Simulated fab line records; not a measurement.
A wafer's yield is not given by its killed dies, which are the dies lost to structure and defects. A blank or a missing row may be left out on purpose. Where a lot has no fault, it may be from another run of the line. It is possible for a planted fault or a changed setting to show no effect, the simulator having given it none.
Chamber matching    flow n5Finfet    N5_MOL_CONTACT_COAG_STRIP_98 on rieDiel-04 has 4 sister chambers
The step strips in N2/H2. 4 wafers are shown with their chamber, then 8 later ones without.

== WAFERS WITH THEIR CHAMBER ==
wafer   chamber  drypumpMotorCurrentA (A)
L087.2  2        5.2
L087.4  3        5.1
L087.6  1        5.6
L092.1  0        6.1

== WAFERS WITH NO CHAMBER GIVEN ==
wafer   drypumpMotorCurrentA (A)
L092.2  5.6
L092.5  5.1
L093.1  5.5
L093.4  5.2
L093.5  6.1
L094.1  5.2
L094.5  5.6
L094.6  5.2

== WHICH CHAMBER EACH ONE RAN IN ==
wafer    from the rows above   in truth
L092.2   1                     1
L092.5   3                     3
L093.1   1                     1
L093.4   2                     2
L093.5   0                     0
L094.1   2                     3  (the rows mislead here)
L094.5   1                     1
L094.6   2                     2
Correct placement for 7 of the 8. Left unplaced by these rows: 0. Number placed wrongly: 1.
How it was worked out, from the rows above alone: a wafer's distance from a chamber is the root of the sum, over the readings, of the square of ((its reading less the chamber's mean) divided by the reading's scatter). The wafer belongs to the nearest chamber; if the next one is less than 2 further off, it can't be placed. For every chamber, the mean is computed from those of its wafers that are shown. The scatter (one wafer shown for each chamber): square how far every hidden wafer sits from the nearest shown wafer, average those squares and take the square root.
